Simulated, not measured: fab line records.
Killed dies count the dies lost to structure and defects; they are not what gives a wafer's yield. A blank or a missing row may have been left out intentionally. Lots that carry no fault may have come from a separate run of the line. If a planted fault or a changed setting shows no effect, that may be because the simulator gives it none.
Chamber matching || flow n5 finfet || cmp-02 running N5_MOL_CONTACT_COAG_CMP_28: 4 sister chambers
The step polishes, stops on SiNx, t overpolish 0.85 s, target thk 14.522 nm. 7 wafers are shown with their chamber, then 7 later ones without.

== EACH WAFER AND ITS CHAMBER ==
{"wafer": "L080.2", "chamber": 2, "motor current A (A)": 12.4, "time to endpoint s (s)": 1.0}
{"wafer": "L082.4", "chamber": 0, "motor current A (A)": 12.8, "time to endpoint s (s)": 1.1}
{"wafer": "L083.1", "chamber": 2, "motor current A (A)": 12.6, "time to endpoint s (s)": 6.2}
{"wafer": "L083.3", "chamber": 1, "motor current A (A)": 12.2, "time to endpoint s (s)": 5.8}
{"wafer": "L083.4", "chamber": 3, "motor current A (A)": 12.5, "time to endpoint s (s)": 4.8}
{"wafer": "L087.1", "chamber": 1, "motor current A (A)": 11.7, "time to endpoint s (s)": 4.7}
{"wafer": "L087.3", "chamber": 3, "motor current A (A)": 11.9, "time to endpoint s (s)": 5.3}

== WAFERS WITH NO CHAMBER GIVEN ==
{"wafer": "L087.5", "motor current A (A)": 12.0, "time to endpoint s (s)": 4.1}
{"wafer": "L088.2", "motor current A (A)": 13.4, "time to endpoint s (s)": 6.1}
{"wafer": "L088.3", "motor current A (A)": 12.1, "time to endpoint s (s)": 1.4}
{"wafer": "L088.4", "motor current A (A)": 12.1, "time to endpoint s (s)": 3.2}
{"wafer": "L095.2", "motor current A (A)": 12.3, "time to endpoint s (s)": 3.1}
{"wafer": "L095.3", "motor current A (A)": 12.2, "time to endpoint s (s)": 2.8}
{"wafer": "L095.6", "motor current A (A)": 13.0, "time to endpoint s (s)": 5.2}

== EACH ONE'S CHAMBER ==
{"wafer": "L087.5", "from the rows above": "can't be placed: 1 or 3 or 2", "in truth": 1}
{"wafer": "L088.2", "from the rows above": "can't be placed: 0 or 2 or 3 or 1", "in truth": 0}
{"wafer": "L088.3", "from the rows above": "can't be placed: 2 or 3 or 1 or 0", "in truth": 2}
{"wafer": "L088.4", "from the rows above": "can't be placed: 3 or 1 or 2 or 0", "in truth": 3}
{"wafer": "L095.2", "from the rows above": "can't be placed: 2 or 3 or 1 or 0", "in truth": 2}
{"wafer": "L095.3", "from the rows above": "can't be placed: 2 or 3 or 1 or 0", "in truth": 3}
{"wafer": "L095.6", "from the rows above": "can't be placed: 2 or 0 or 3 or 1", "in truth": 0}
Correct placement for 0 of the 7. Cannot be placed on the basis of these rows: 7; the candidates contain the true chamber in 7. Number placed wrongly: 0.
How it was worked out, from the rows above alone: a wafer's distance from a chamber is the root of the sum, over the readings, of the square of ((its reading less the chamber's mean) divided by the reading's scatter). If the next closest chamber is less than 2 further off than the closest, the wafer can't be placed; otherwise it belongs to the closest. The mean given for a chamber averages the wafers shown for that chamber. The scatter: take each reading less its chamber's mean, square it, sum over the shown wafers, divide by the number of wafers less the number of chambers, and take the root.
